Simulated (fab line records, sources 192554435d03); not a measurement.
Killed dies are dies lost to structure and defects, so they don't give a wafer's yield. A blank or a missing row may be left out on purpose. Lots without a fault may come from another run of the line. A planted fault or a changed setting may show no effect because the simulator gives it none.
Which tool did it? | flow n5_finfet | 24 lots, 72 wafers sampled, at 6 steps of a route of 1938

WHAT THE GAUGES READ, wafer by wafer
The record holds no reading of a measuring or inspecting step that can be judged against a usual standard deviation.

WHICH TOOL RAN EACH LOT (tool, then ch and the chambers of the sampled wafers, then the start)
lot  | N5_BEOL_M2_SPUTTER_86        | N5_BEOL_M2_SPUTTER_90        | N5_BEOL_M2_SPUTTER_94        | N5_BEOL_M2_PRE_CLEAN_60          | N5_BEOL_M3_ILD_DEP_00           | N5_BEOL_M3_ETCH_77
L074 | pvd_sputter-01, day 6 16:04  | pvd_sputter-01, day 6 16:31  | pvd_sputter-01, day 6 16:57  | cvd_co-02 ch 0,1,2, day 6 18:03  | pecvd-04 ch 0,2, day 6 18:20    | rie_diel-02 ch 0,2,3, day 6 20:59
L075 | pvd_sputter-02, day 7 07:09  | pvd_sputter-02, day 7 07:35  | pvd_sputter-02, day 7 08:02  | cvd_co-01 ch 1,2, day 7 09:04    | pecvd-02 ch 1,2, day 7 09:22    | rie_diel-01 ch 0,1,2, day 7 13:54
L076 | pvd_sputter-03, day 7 07:16  | pvd_sputter-03, day 7 07:42  | pvd_sputter-03, day 7 08:08  | cvd_co-02 ch 1,2, day 7 09:13    | pecvd-04 ch 1,2, day 7 09:30    | rie_diel-02 ch 0,1,3, day 7 13:58
L077 | pvd_sputter-03, day 7 09:06  | pvd_sputter-03, day 7 09:32  | pvd_sputter-03, day 7 09:59  | cvd_co-02 ch 0,2, day 7 11:02    | pecvd-04 ch 0,1,2, day 7 11:19  | rie_diel-03 ch 1,2,3, day 7 14:01
L078 | pvd_sputter-01, day 7 18:29  | pvd_sputter-01, day 7 18:55  | pvd_sputter-01, day 7 19:22  | cvd_co-01 ch 0,1, day 7 20:25    | pecvd-02 ch 0,1,2, day 7 20:41  | rie_diel-02 ch 0,2,3, day 8 00:11
L079 | pvd_sputter-01, day 8 02:29  | pvd_sputter-01, day 8 02:56  | pvd_sputter-01, day 8 03:22  | cvd_co-02 ch 0,1,2, day 8 04:25  | pecvd-02 ch 0,2, day 8 04:42    | rie_diel-02 ch 0,1, day 8 09:05
L080 | pvd_sputter-02, day 8 09:52  | pvd_sputter-02, day 8 10:19  | pvd_sputter-02, day 8 10:45  | cvd_co-01 ch 0,1, day 8 11:47    | pecvd-02 ch 1,2, day 8 12:05    | rie_diel-01 ch 0,3, day 8 15:56
L081 | pvd_sputter-02, day 8 16:04  | pvd_sputter-02, day 8 16:31  | pvd_sputter-02, day 8 16:57  | cvd_co-02 ch 0,1,2, day 8 18:09  | pecvd-01 ch 0,1,2, day 8 18:26  | rie_diel-03 ch 1,2,3, day 8 20:50
L082 | pvd_sputter-02, day 8 19:58  | pvd_sputter-02, day 8 20:25  | pvd_sputter-02, day 8 20:51  | cvd_co-01 ch 0,2, day 8 21:55    | pecvd-04 ch 1,2, day 8 22:12    | rie_diel-03 ch 0,1,2, day 9 01:50
L083 | pvd_sputter-01, day 9 04:20  | pvd_sputter-01, day 9 04:46  | pvd_sputter-01, day 9 05:13  | cvd_co-01 ch 1,2, day 9 06:19    | pecvd-02 ch 0,2, day 9 06:37    | rie_diel-01 ch 0,1,2, day 9 10:16
L084 | pvd_sputter-03, day 9 16:14  | pvd_sputter-03, day 9 16:41  | pvd_sputter-03, day 9 17:07  | cvd_co-01 ch 0,1, day 9 18:11    | pecvd-04 ch 0,1, day 9 18:28    | rie_diel-02 ch 0,2,3, day 9 20:17
L085 | pvd_sputter-01, day 9 23:38  | pvd_sputter-01, day 10 00:05 | pvd_sputter-01, day 10 00:31 | cvd_co-02 ch 1,2, day 10 01:35   | pecvd-02 ch 0,2, day 10 01:52   | rie_diel-03 ch 1,2, day 10 04:14
L086 | pvd_sputter-02, day 10 01:25 | pvd_sputter-02, day 10 01:51 | pvd_sputter-02, day 10 02:17 | cvd_co-01 ch 0,2, day 10 03:20   | pecvd-01 ch 0,1, day 10 03:37   | rie_diel-02 ch 0,3, day 10 07:56
L088 | pvd_sputter-02, day 10 10:49 | pvd_sputter-02, day 10 11:16 | pvd_sputter-02, day 10 11:42 | cvd_co-02 ch 1,2, day 10 12:45   | pecvd-04 ch 0,1, day 10 13:02   | rie_diel-03 ch 0,3, day 10 15:56
L089 | pvd_sputter-02, day 10 17:43 | pvd_sputter-02, day 10 18:09 | pvd_sputter-02, day 10 18:35 | cvd_co-01 ch 0,1, day 10 19:38   | pecvd-02 ch 0,1, day 10 19:55   | rie_diel-02 ch 0,1, day 10 22:02
L087 | pvd_sputter-01, day 10 17:46 | pvd_sputter-01, day 10 18:13 | pvd_sputter-01, day 10 18:39 | cvd_co-02 ch 0,1,2, day 10 19:43 | pecvd-04 ch 0,1,2, day 10 19:59 | rie_diel-03 ch 0,1,3, day 10 22:28
L090 | pvd_sputter-03, day 10 18:43 | pvd_sputter-03, day 10 19:09 | pvd_sputter-03, day 10 19:35 | cvd_co-01 ch 0,1,2, day 10 20:40 | pecvd-02 ch 1,2, day 10 20:56   | rie_diel-03 ch 2,3, day 11 00:22
L091 | pvd_sputter-03, day 10 21:40 | pvd_sputter-03, day 10 22:07 | pvd_sputter-03, day 10 22:33 | cvd_co-02 ch 0,1,2, day 10 23:41 | pecvd-04 ch 0,1,2, day 10 23:58 | rie_diel-02 ch 0,1,3, day 11 03:48
L093 | pvd_sputter-03, day 11 09:26 | pvd_sputter-03, day 11 09:52 | pvd_sputter-03, day 11 10:19 | cvd_co-02 ch 0,1, day 11 11:22   | pecvd-01 ch 0,1, day 11 11:38   | rie_diel-03 ch 0,2,3, day 11 15:43
L092 | pvd_sputter-02, day 11 09:38 | pvd_sputter-02, day 11 10:05 | pvd_sputter-02, day 11 10:31 | cvd_co-02 ch 0,2, day 11 11:41   | pecvd-04 ch 0,1,2, day 11 11:59 | rie_diel-03 ch 0,1,3, day 11 15:50
L094 | pvd_sputter-03, day 12 05:40 | pvd_sputter-03, day 12 06:07 | pvd_sputter-03, day 12 06:33 | cvd_co-01 ch 0,1,2, day 12 07:36 | pecvd-02 ch 0,1, day 12 07:53   | rie_diel-03 ch 0,1,2, day 12 12:03
L095 | pvd_sputter-03, day 12 13:50 | pvd_sputter-03, day 12 14:16 | pvd_sputter-03, day 12 14:43 | cvd_co-01 ch 1,2, day 12 17:03   | pecvd-02 ch 1,2, day 12 17:22   | rie_diel-03 ch 0,1,3, day 12 20:17
L096 | pvd_sputter-01, day 12 18:29 | pvd_sputter-01, day 12 18:56 | pvd_sputter-01, day 12 19:22 | cvd_co-02 ch 0,1,2, day 12 20:25 | pecvd-02 ch 0,1,2, day 12 20:42 | rie_diel-01 ch 1,3, day 12 23:11
L097 | pvd_sputter-02, day 12 20:16 | pvd_sputter-02, day 12 20:43 | pvd_sputter-02, day 12 21:09 | cvd_co-01 ch 0,1,2, day 12 22:24 | pecvd-02 ch 0,2, day 12 22:41   | rie_diel-01 ch 0,2,3, day 13 01:50
- N5_BEOL_M2_SPUTTER_86: material Cu, target thk 4.5 nm, time 8.29 s.
- N5_BEOL_M2_SPUTTER_90: material Cu, target thk 4.5 nm, time 8.29 s.
- N5_BEOL_M2_SPUTTER_94: material Cu, target thk 4.5 nm, time 8.29 s.
- N5_BEOL_M2_PRE_CLEAN_60: time 15 s.
- N5_BEOL_M3_ILD_DEP_00: deposits SiOC from DEMS/O2, target thk 79 nm, time 15.3 s.
- N5_BEOL_M3_ETCH_77: etches underlayer in N2/H2, target depth 6.5 nm, time 5.2 s.

WHAT THE TOOLS THEMSELVES READ (means of the sampled wafers that have a number; where no wafer has one, the mark that the record gives instead)
N5_BEOL_M2_SPUTTER_86. Usual: throttle_valve_pct 30.2 %, standard deviation 0.88.
lot  | tool           | throttle_valve_pct (%) | flag
L074 | pvd_sputter-01 | 30.7                   |
L075 | pvd_sputter-02 | 30.3                   |
L076 | pvd_sputter-03 | 30.9                   |
L077 | pvd_sputter-03 | 30.5                   |
L078 | pvd_sputter-01 | 30.7                   |
L079 | pvd_sputter-01 | 30.1                   |
L080 | pvd_sputter-02 | 30.1                   |
L081 | pvd_sputter-02 | 30.5                   |
L082 | pvd_sputter-02 | 30.0                   |
L083 | pvd_sputter-01 | 30.1                   |
L084 | pvd_sputter-03 | 30.1                   |
L085 | pvd_sputter-01 | 30.0                   |
L086 | pvd_sputter-02 | 29.7                   |
L088 | pvd_sputter-02 | 30.1                   |
L089 | pvd_sputter-02 | 29.9                   |
L087 | pvd_sputter-01 | 30.4                   |
L090 | pvd_sputter-03 | 30.8                   |
L091 | pvd_sputter-03 | 29.8                   |
L093 | pvd_sputter-03 | 29.0                   |
L092 | pvd_sputter-02 | 30.7                   |
L094 | pvd_sputter-03 | 30.1                   |
L095 | pvd_sputter-03 | 30.7                   |
L096 | pvd_sputter-01 | 30.1                   |
L097 | pvd_sputter-02 | 29.7                   |

N5_BEOL_M2_SPUTTER_90. Usual: throttle_valve_pct 30.2 %, standard deviation 0.88.
lot  | tool           | throttle_valve_pct (%) | flag
L074 | pvd_sputter-01 | 30.4                   |
L075 | pvd_sputter-02 | 30.3                   |
L076 | pvd_sputter-03 | 30.7                   |
L077 | pvd_sputter-03 | 30.5                   |
L078 | pvd_sputter-01 | 30.8                   |
L079 | pvd_sputter-01 | 30.1                   |
L080 | pvd_sputter-02 | 30.1                   |
L081 | pvd_sputter-02 | 30.3                   |
L082 | pvd_sputter-02 | 30.3                   |
L083 | pvd_sputter-01 | 30.1                   |
L084 | pvd_sputter-03 | 30.1                   |
L085 | pvd_sputter-01 | 30.1                   |
L086 | pvd_sputter-02 | 29.9                   |
L088 | pvd_sputter-02 | 30.1                   |
L089 | pvd_sputter-02 | 30.2                   |
L087 | pvd_sputter-01 | 30.2                   |
L090 | pvd_sputter-03 | 30.7                   |
L091 | pvd_sputter-03 | 29.8                   |
L093 | pvd_sputter-03 | 29.0                   |
L092 | pvd_sputter-02 | 30.8                   |
L094 | pvd_sputter-03 | 30.1                   |
L095 | pvd_sputter-03 | 30.9                   |
L096 | pvd_sputter-01 | 30.1                   |
L097 | pvd_sputter-02 | 29.8                   |

N5_BEOL_M2_SPUTTER_94. Usual: throttle_valve_pct 30.2 %, standard deviation 0.9.
lot  | tool           | throttle_valve_pct (%) | flag
L074 | pvd_sputter-01 | 30.5                   |
L075 | pvd_sputter-02 | 30.5                   |
L076 | pvd_sputter-03 | 30.8                   |
L077 | pvd_sputter-03 | 30.5                   |
L078 | pvd_sputter-01 | 30.6                   |
L079 | pvd_sputter-01 | 30.1                   |
L080 | pvd_sputter-02 | 30.1                   |
L081 | pvd_sputter-02 | 30.3                   |
L082 | pvd_sputter-02 | 30.2                   |
L083 | pvd_sputter-01 | 29.9                   |
L084 | pvd_sputter-03 | 30.0                   |
L085 | pvd_sputter-01 | 30.2                   |
L086 | pvd_sputter-02 | 29.9                   |
L088 | pvd_sputter-02 | 30.1                   |
L089 | pvd_sputter-02 | 30.0                   |
L087 | pvd_sputter-01 | 30.4                   |
L090 | pvd_sputter-03 | 30.8                   |
L091 | pvd_sputter-03 | 29.7                   |
L093 | pvd_sputter-03 | 29.3                   |
L092 | pvd_sputter-02 | 30.6                   |
L094 | pvd_sputter-03 | 29.9                   |
L095 | pvd_sputter-03 | 30.7                   |
L096 | pvd_sputter-01 | 30.2                   |
L097 | pvd_sputter-02 | 29.8                   |

N5_BEOL_M2_PRE_CLEAN_60. Usual: heater_power_w 95 W, standard deviation 18.
lot  | tool      | heater_power_w (W) | flag
L074 | cvd_co-02 | 101                |
L075 | cvd_co-01 | 83                 |
L076 | cvd_co-02 | 115                |
L077 | cvd_co-02 | 100                |
L078 | cvd_co-01 | 95                 |
L079 | cvd_co-02 | 100                |
L080 | cvd_co-01 | 95                 |
L081 | cvd_co-02 | 100                |
L082 | cvd_co-01 | 92                 |
L083 | cvd_co-01 | 82                 |
L084 | cvd_co-01 | 94                 |
L085 | cvd_co-02 | 118                |
L086 | cvd_co-01 | 93                 |
L088 | cvd_co-02 | 117                |
L089 | cvd_co-01 | 94                 |
L087 | cvd_co-02 | 102                |
L090 | cvd_co-01 | 90                 |
L091 | cvd_co-02 | 100                |
L093 | cvd_co-02 | 102                |
L092 | cvd_co-02 | 100                |
L094 | cvd_co-01 | 91                 |
L095 | cvd_co-01 | 85                 |
L096 | cvd_co-02 | 102                |
L097 | cvd_co-01 | 91                 |

N5_BEOL_M3_ILD_DEP_00. Usual: heater_power_w 484 W, standard deviation 90; showerhead_plenum_p_Torr 5.694 Torr, standard deviation 0.015; throttle_valve_pct 11.9 %, standard deviation 0.87.
lot  | tool     | heater_power_w (W) | showerhead_plenum_p_Torr (Torr) | throttle_valve_pct (%) | flag
L074 | pecvd-04 | 471                | 5.702                           | 12.0                   |
L075 | pecvd-02 | 380                | 5.694                           | 12.1                   |
L076 | pecvd-04 | 501                | 5.700                           | 11.3                   |
L077 | pecvd-04 | 487                | 5.698                           | 11.6                   |
L078 | pecvd-02 | 503                | 5.683                           | 12.3                   |
L079 | pecvd-02 | 561                | 5.680                           | 12.3                   |
L080 | pecvd-02 | 398                | 5.696                           | 11.5                   |
L081 | pecvd-01 | 467                | 5.696                           | 12.0                   |
L082 | pecvd-04 | 525                | 5.693                           | 11.2                   |
L083 | pecvd-02 | 438                | 5.694                           | 11.9                   |
L084 | pecvd-04 | 561                | 5.703                           | 11.1                   |
L085 | pecvd-02 | 475                | 5.691                           | 11.6                   |
L086 | pecvd-01 | 508                | 5.699                           | 12.4                   |
L088 | pecvd-04 | 521                | 5.695                           | 11.3                   |
L089 | pecvd-02 | 471                | 5.694                           | 12.9                   |
L087 | pecvd-04 | 472                | 5.707                           | 11.5                   |
L090 | pecvd-02 | 424                | 5.692                           | 12.3                   |
L091 | pecvd-04 | 531                | 5.705                           | 11.2                   |
L093 | pecvd-01 | 429                | 5.694                           | 12.1                   |
L092 | pecvd-04 | 511                | 5.698                           | 11.3                   |
L094 | pecvd-02 | 497                | 5.687                           | 12.8                   |
L095 | pecvd-02 | 407                | 5.687                           | 12.3                   |
L096 | pecvd-02 | 457                | 5.690                           | 12.4                   |
L097 | pecvd-02 | 419                | 5.694                           | 11.7                   |

N5_BEOL_M3_ETCH_77. Usual: chamber_pressure_mTorr 30.00 mTorr, standard deviation 0.046; drypump_motor_current_A 5.8 A, standard deviation 0.55; etch_rf_on_time_s 5.17 s, standard deviation 0.097; oes_product_au 0.69 a.u., standard deviation 0.07; rf_vpp_V 525.0 V, standard deviation 2.4; showerhead_plenum_p_Torr 2.58 Torr, standard deviation 0.08; throttle_valve_pct 17.75 %, standard deviation 0.21.
lot  | tool        | chamber_pressure_mTorr (mTorr) | drypump_motor_current_A (A) | etch_rf_on_time_s (s) | oes_product_au (a.u.) | rf_vpp_V (V) | showerhead_plenum_p_Torr (Torr) | throttle_valve_pct (%) | flag
L074 | rie_diel-02 | 30.01                          | 5.4                         | 5.14                  | 0.65                  | 525.5        | 2.58                            | 17.78                  |
L075 | rie_diel-01 | 30.03                          | 5.4                         | 5.08                  | 0.71                  | 524.7        | 2.57                            | 17.69                  |
L076 | rie_diel-02 | 30.04                          | 5.7                         | 5.27                  | 0.61                  | 524.1        | 2.59                            | 17.92                  |
L077 | rie_diel-03 | 29.94                          | 6.2                         | 5.13                  | 0.73                  | 525.7        | 2.65                            | 17.76                  |
L078 | rie_diel-02 | 30.03                          | 5.4                         | 5.23                  | 0.64                  | 525.2        | 2.58                            | 17.80                  |
L079 | rie_diel-02 | 30.01                          | 5.9                         | 5.26                  | 0.60                  | 524.5        | 2.55                            | 18.04                  |
L080 | rie_diel-01 | 30.03                          | 5.7                         | 5.15                  | 0.74                  | 526.5        | 2.66                            | 17.78                  |
L081 | rie_diel-03 | 30.00                          | 6.3                         | 5.16                  | 0.71                  | 526.2        | 2.64                            | 17.76                  |
L082 | rie_diel-03 | 30.03                          | 6.2                         | 5.25                  | 0.72                  | 525.7        | 2.61                            | 17.63                  |
L083 | rie_diel-01 | 30.00                          | 5.5                         | 5.09                  | 0.70                  | 524.5        | 2.56                            | 17.70                  |
L084 | rie_diel-02 | 30.02                          | 5.4                         | 5.18                  | 0.64                  | 524.8        | 2.57                            | 17.81                  |
L085 | rie_diel-03 | 30.01                          | 6.5                         | 5.18                  | 0.66                  | 526.7        | 2.65                            | 17.86                  |
L086 | rie_diel-02 | 29.98                          | 5.7                         | 5.15                  | 0.63                  | 527.5        | 2.64                            | 17.76                  |
L088 | rie_diel-03 | 29.99                          | 5.7                         | 5.12                  | 0.77                  | 523.7        | 2.52                            | 17.46                  |
L089 | rie_diel-02 | 30.00                          | 5.9                         | 5.17                  | 0.78                  | 525.5        | 2.55                            | 17.76                  |
L087 | rie_diel-03 | 29.99                          | 6.0                         | 5.23                  | 0.71                  | 524.8        | 2.56                            | 17.66                  |
L090 | rie_diel-03 | 30.02                          | 6.2                         | 5.14                  | 0.73                  | 527.4        | 2.67                            | 17.74                  |
L091 | rie_diel-02 | 30.03                          | 5.6                         | 5.24                  | 0.68                  | 524.7        | 2.58                            | 17.83                  |
L093 | rie_diel-03 | 29.98                          | 6.0                         | 5.12                  | 0.74                  | 525.9        | 2.59                            | 17.60                  |
L092 | rie_diel-03 | 29.94                          | 6.0                         | 5.15                  | 0.70                  | 523.6        | 2.56                            | 17.66                  |
L094 | rie_diel-03 | 30.00                          | 6.2                         | 5.27                  | 0.69                  | 524.6        | 2.60                            | 17.69                  |
L095 | rie_diel-03 | 29.98                          | 6.0                         | 5.13                  | 0.70                  | 525.1        | 2.56                            | 17.68                  |
L096 | rie_diel-01 | 29.98                          | 5.6                         | 5.17                  | 0.69                  | 524.9        | 2.56                            | 17.76                  |
L097 | rie_diel-01 | 29.98                          | 5.4                         | 5.10                  | 0.70                  | 524.2        | 2.56                            | 17.72                  |

THE ANSWER, worked out from the rows above alone
Rule: a lot is off if the mean of its wafers that have a number lies more than 3 standard deviations from the usual mean. A lot without any number at a reading at which 4 lots or more have one is off too. The other lots that the step has rows for count as sound. The gauges are gone through in route order, then the tools' own readings, and for those a lot's mean is taken as printed above. The first step at which some lot is off is used, and at that step the reading that is off furthest; a lot without a number counts as furthest.
No lot is off at any reading shown: from this, nothing can be told.

WHAT THE SIMULATOR HAD PUT IN
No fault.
